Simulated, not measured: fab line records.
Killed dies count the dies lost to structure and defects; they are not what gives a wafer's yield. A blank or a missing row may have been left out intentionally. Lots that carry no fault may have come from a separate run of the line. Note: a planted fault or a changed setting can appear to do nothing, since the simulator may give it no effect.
Struck lot and sound lot, side by side :: flow nandHarc :: 14 steps out of a route of 1302
Sound: the wafers L438.1, L438.5, L438.6. The struck wafers were L448.1, L448.2, L448.3. The cause is named last.
Per side, at each step with rows, come the tool, then ch with its chambers, and then its first start. Under that, the readings that differ: sound wafers :: struck wafers :: difference of the means :: sigmas: that difference in standard deviations of wafers without a fault.
alike: same words and numbers on both sides, and readings whose means sit less than 2 such deviations apart. not compared: any withheld reading, any reading some wafer has no value for, any bound like >300 that may hide the same value, and any number with overlapping values for which the record gives no deviation.
The two part at a step that has a row with sigmas, a row that says differs or no value, or rows on one side only. Numbers that have no deviation but don't overlap get no sigmas and don't part them. A reading that every wafer of one side lacks parts them only if that side has two wafers or more.

first, 8 steps without rows for these wafers: NHARC_A_STAIRCASE_HMDS_210 (time 30 s); NHARC_A_STAIRCASE_COAT_211; NHARC_A_STAIRCASE_SOFTBAKE_212 (time 170 s); NHARC_A_STAIRCASE_EBR_213; NHARC_A_STAIRCASE_EXPOSE_214 (exposes mask STAIR 3); NHARC_A_STAIRCASE_PEB_215 (peb time 130 s); NHARC_A_STAIRCASE_DEVELOP_216 (time 140 s); NHARC_A_STAIRCASE_HARDBAKE_218 (time 140 s).
NHARC_A_STAIRCASE_DESCUM_219: chemistry O2, time 3 s.
  sound on rieDiel-05 ch 2,3, day 19 01:57; struck on rieDiel-05 ch 0,2,3, day 23 08:57
  alike: drypumpMotorCurrentA, oesProductAu, rfVppV, showerheadPlenumPTorr, throttleValvePct
  not compared: rfHoursCounterH
NHARC_A_STAIRCASE_TRIM_220: chemistry O2, time 211.2 s.
  sound on rieDiel-05 ch 0,3, day 19 02:01; struck on rieDiel-05 ch 1,2,3, day 23 09:02
  alike: chamberPressureMTorr, drypumpMotorCurrentA, oesProductAu, rfVppV, showerheadPlenumPTorr, throttleValvePct
  not compared: rfHoursCounterH
NHARC_A_STAIRCASE_ETCH_221: etches the open film in C4F8/O2, target depth 100 nm, time 40.5 s.
  sound on rieDiel-05 ch 1,2; struck on rieDiel-05 ch 1,2,3
  alike: oesProductAu, rfVppV
  not compared: rfHoursCounterH
NHARC_A_STAIRCASE_TRIM_222: chemistry O2, time 211.2 s.
  sound on rieDiel-05 ch 0,1,2, day 19 02:17; struck on rieDiel-05 ch 0,2,3, day 23 09:17
  no value came back on the struck wafers for any of 7 readings (biasW (W), chamberPressureMTorr (mTorr) and others); on the sound wafers biasW (W) reads 0 0 0
  not compared: rfHoursCounterH
NHARC_A_STAIRCASE_ETCH_223: etches the open film in C4F8/O2, target depth 100 nm, time 40.5 s.
  sound on rieDiel-05 ch 1,2,3; struck on rieDiel-05 ch 1,2,3
  alike: oesProductAu, rfVppV
  not compared: rfHoursCounterH
-- record jumps: 9 days between struck wafers' starts before vs after; left off in module A_STAIRCASE, resumes in module END, first step shown is number 1302 of the route --
NHARC_END_SORT_01:
  sound on prober-01 ch 0, day 28 16:05; struck on prober-01 ch 0, day 32 07:52
reading: hold
sound: - - -
struck: awaitDispo/1.4h/scrap awaitDispo/1.4h/scrap awaitDispo/1.4h/scrap
difference: no value on the sound wafers
sigmas: 

reading: killedAtArray
sound: 63 54 54
struck: 676 673 676
difference: +618
sigmas: +39

reading: killedAtOther
sound: 3 2 3
struck: 1 0 0
difference: -2
sigmas: -2

reading: killedDies
sound: 69 58 59
struck: 677 677 677
difference: +615
sigmas: +36
  alike: killedAtPeriphery, killedOpen, killedShort

## WHERE THEY PART
Earliest at NHARC_A_STAIRCASE_TRIM_222; latest, in this record, at NHARC_END_SORT_01.

WHY: what the simulator had put in
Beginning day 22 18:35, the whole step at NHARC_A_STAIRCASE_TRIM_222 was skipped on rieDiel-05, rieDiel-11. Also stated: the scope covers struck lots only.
